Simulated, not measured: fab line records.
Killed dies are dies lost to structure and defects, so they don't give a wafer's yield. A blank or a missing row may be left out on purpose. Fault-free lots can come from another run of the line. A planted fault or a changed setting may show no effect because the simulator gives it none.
Struck lot and sound lot, side by side    flow nand-harc    41 steps out of a route of 1302
Sound: wafers L773.1, L773.3, L773.6. Struck: wafers L778.2, L778.4 (left out: L778.1, a lot-mate that was not struck); the cause follows at the end.
Order at every step that has rows: each side's tool, ch and its chambers, its first start. Under that, the readings that differ: sound wafers    struck wafers    difference of the means    sigmas: that difference in standard deviations of wafers without a fault.
alike: words and numbers the same on both sides, and readings whose means are apart by under 2 such deviations; not compared: readings that were withheld, readings missing a value for some wafer, numbers with overlapping values and no deviation given by the record, and bounds like >300 which may hide the same value.
The two part at a step that has a row with sigmas, a row that says differs or no value, or rows on one side only. Numbers that have no deviation but don't overlap get no sigmas and don't part them. Lack of a reading on every wafer of one side parts them only where that side has two or more wafers.

NHARC_P_M1_OVL_MEAS_10: pitch 260 nm.
  sound: overlay-01 at day 6 08:31; struck: overlay-02 at day 8 18:38
  alike: overlay-x-nm, overlay-y-nm
NHARC_P_M1_INSPECT_11:
  sound: defect-inspect-02 at day 6 08:33; struck: defect-inspect-01 at day 8 18:41
  alike: raw-defect-count
then, 1 step without rows for these wafers: NHARC_P_M1_DESCUM_14 (chemistry O2, time 3 s).
NHARC_P_M1_ETCH_35: etches the open film in N2/H2, target depth 40 nm, overetch 12 nm, time 43.94 s.
  sound on rie-diel-11 ch 0,1, day 6 08:42; struck on rie-diel-05 ch 2,3, day 8 18:50
  alike: chamber-pressure-mTorr, drypump-motor-current-A, oes-product-au, rf-vpp-V, showerhead-plenum-p-Torr, throttle-valve-pct
  not compared: rf-hours-counter-h
then, 1 step without rows for these wafers: NHARC_P_M1_ETCH_15 (etches the open film in C4F8/Ar, target depth 182.5 nm, time 91.2 s).
NHARC_P_M1_CD_MEAS_16:
  sound: cd-sem-01 at day 6 08:55; struck: cd-sem-03 at day 8 19:03
  alike: cd-nm
then, 6 steps without rows for these wafers: NHARC_P_M1_STRIP_18 (strips in N2/H2); NHARC_P_M1_ETCH_28 (etches the open film in CF4/N2, target depth 30 nm, time 72.99 s); NHARC_P_M1_STRIP_19 (strips in post etch residue remover, time 600 s); NHARC_P_M1_DEGAS_29 (time 60 s); NHARC_P_M1_PRE_CLEAN_30 (time 30 s); NHARC_P_M1_PVD_20 (deposits TaN, target thk 5 nm, time 8.06 s).
NHARC_P_M1_PVD_21: deposits Cu, target thk 30 nm, time 20.49 s.
  sound: pvd-sputter-02 at day 6 09:52; struck: pvd-sputter-01 at day 8 19:59
  alike: throttle-valve-pct
then, 1 step without rows for these wafers: NHARC_P_M1_ECD_22 (material Cu, target thk 400 nm).
NHARC_P_M1_ANNEAL_31: time 90 s.
  sound on rtp-anneal-02 ch 0, day 6 10:22; struck on rtp-anneal-02 ch 0, day 8 20:30
  alike: wafer_temp_C_max
then, 2 steps without rows for these wafers: NHARC_P_M1_CMP_23 (polishes, t overpolish 20 s, target thk 157.82 nm); NHARC_P_M1_SRD_25.
NHARC_P_M1_INSPECT_27:
  sound: defect-inspect-02 at day 6 11:13; struck: defect-inspect-01 at day 8 21:19
  alike: raw-defect-count
NHARC_P_M1_PRE_CLEAN_32: time 12 s.
  sound on pecvd-03 ch 1,2, day 6 11:24; struck on pecvd-01 ch 0,2, day 8 21:23
  alike: heater-power-w
then, 11 steps without rows for these wafers: NHARC_P_M1_DEP_33 (deposits SiCN, target thk 30 nm); NHARC_P_M2_DEP_00 (deposits SiOC, target thk 182.5 nm); NHARC_P_M2_DEHYDRATE_01 (time 120 s); NHARC_P_M2_HMDS_02 (time 30 s); NHARC_P_M2_COAT_34 (time 65 s); NHARC_P_M2_COAT_03 (resist thk 90 nm); NHARC_P_M2_SOFTBAKE_04 (time 55 s); NHARC_P_M2_EBR_05; NHARC_P_M2_EXPOSE_06 (exposes mask P M2, target cd 170 nm); NHARC_P_M2_PEB_07 (peb time 65 s); NHARC_P_M2_DEVELOP_08 (develop time 35 s).
NHARC_P_M2_CD_MEAS_09: the cd target is 170 nm.
  the record has rows for the sound wafers here (cd-sem-02 ch 0, day 6 12:35) and none for the struck ones
NHARC_P_M2_OVL_MEAS_10: pitch 340 nm.
  sound wafers here have rows in the record (overlay-01, day 6 12:40); struck ones have none
NHARC_P_M2_INSPECT_11:
  sound wafers here have rows in the record (defect-inspect-02, day 6 12:42); struck ones have none
then, 2 steps without rows for these wafers: NHARC_P_M2_DESCUM_14 (chemistry O2, time 3 s); NHARC_P_M2_ETCH_35 (etches the open film in N2/H2, target depth 40 nm, overetch 12 nm, time 43.94 s).
NHARC_P_M2_ETCH_15: etches the open film in C4F8/Ar, target depth 182.5 nm, time 91.2 s.
  the record has rows for the sound wafers here (rie-diel-10 ch 0,1,2) and none for the struck ones
NHARC_P_M2_CD_MEAS_16:
  sound wafers here have rows in the record (cd-sem-01, day 6 13:04); struck ones have none
then, 1 step without rows for these wafers: NHARC_P_M2_STRIP_18 (strips in N2/H2).
NHARC_P_M2_ETCH_28: etches the open film in CF4/N2, target depth 30 nm, time 72.99 s.
  the record has rows for the sound wafers here (rie-diel-01 ch 1,2) and none for the struck ones
then, 1 step without rows for these wafers: NHARC_P_M2_STRIP_19 (strips in post etch residue remover, time 600 s).
-- record jumps: 18 days between struck wafers' starts before vs after; left off in module P_M2, resumes in module END, first step shown is number 1302 of the route --
NHARC_END_SORT_01:
  sound on prober-02 ch 0, day 25 04:07; struck on prober-01 ch 0, day 26 18:58
reading                   sound           struck   difference  sigmas
defect-limited-yield (%)  90.3 91.9 90.7  0 0      -91         -34
killed-at-periphery       1 2 1           635 628  +630        +99 or more
killed-dies               66 55 63        677 677  +616        +32
killed-short              6 4 4           0 2      -4          -2
  alike: killed-at-array, killed-at-other, killed-open

== WHERE THEY PART ==
First at NHARC_P_M2_CD_MEAS_09; last, within this record, at NHARC_END_SORT_01.

WHY: whatever the simulator had introduced
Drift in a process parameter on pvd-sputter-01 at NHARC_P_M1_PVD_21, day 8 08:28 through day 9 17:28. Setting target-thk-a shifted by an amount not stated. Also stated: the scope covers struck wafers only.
